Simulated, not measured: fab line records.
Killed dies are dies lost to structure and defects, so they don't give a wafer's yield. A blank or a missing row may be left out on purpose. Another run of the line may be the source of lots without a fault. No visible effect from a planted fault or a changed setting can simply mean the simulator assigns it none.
Chamber matching	flow n5 finfet	4 sister chambers for N5_BEOL_M0_STRIP_104 on rie diel-04
The step strips in N2/H2. 18 wafers are shown with their chamber, then 9 later ones without.

== WAFERS, EACH WITH ITS CHAMBER ==
wafer	chamber	throttle valve pct (%)	drypump motor current A (A)	showerhead plenum p Torr (Torr)
L076.3	1	23.4	5.95	2.42
L076.4	3	23.8	5.23	2.55
L076.5	1	23.4	5.94	2.42
L077.2	0	23.9	5.53	2.52
L077.3	2	23.3	5.41	2.50
L077.5	0	23.9	5.55	2.52
L082.1	2	23.3	5.39	2.49
L082.2	3	23.8	5.24	2.55
L082.4	0	23.9	5.55	2.52
L084.4	3	23.8	5.25	2.54
L084.5	1	23.4	5.91	2.41
L084.6	2	23.3	5.42	2.49
L085.1	0	23.9	5.53	2.52
L085.2	3	23.8	5.23	2.54
L085.6	0	23.9	5.57	2.52
L089.2	3	23.9	5.23	2.54
L089.4	3	23.8	5.23	2.54
L089.5	0	23.9	5.53	2.51

SIGNATURES (averages over the wafers above)
reading	chamber 0	chamber 1	chamber 2	chamber 3	scatter within a chamber
throttle valve pct	23.900	23.400	23.300	23.817	0.0244
drypump motor current A	5.5433	5.9333	5.4067	5.2350	0.0147
showerhead plenum p Torr	2.5183	2.4167	2.4933	2.5433	0.005
Rule: a wafer's distance from a chamber is the root of the sum, over the readings, of the square of ((its reading less the chamber's mean) divided by the reading's scatter). If the next closest chamber is less than 2 further off than the closest, the wafer can't be placed; otherwise it belongs to the closest. The scatter is the square root of a quotient: the sum, over the shown wafers, of each reading's squared deviation from its chamber's mean, divided by wafers minus chambers.

== WAFERS WITHOUT THEIR CHAMBER ==
wafer	throttle valve pct (%)	drypump motor current A (A)	showerhead plenum p Torr (Torr)
L090.1	23.9	5.23	2.54
L090.2	22.9	5.41	2.49
L090.4	23.8	5.23	2.54
L091.2	23.9	5.54	2.51
L091.4	24.0	5.52	2.51
L091.5	22.9	5.42	2.49
L093.1	23.9	5.22	2.54
L093.2	22.9	5.41	2.49
L093.4	23.4	5.94	2.41

== THE CHAMBER EACH PASSED THROUGH ==
wafer	from the rows above	in truth
L090.1	3	3
L090.2	2	2
L090.4	3	3
L091.2	0	0
L091.4	0	0
L091.5	2	2
L093.1	3	3
L093.2	2	2
L093.4	1	1
9 of 9 placed correctly. Left unplaced by these rows: 0. Placed wrongly: 0.
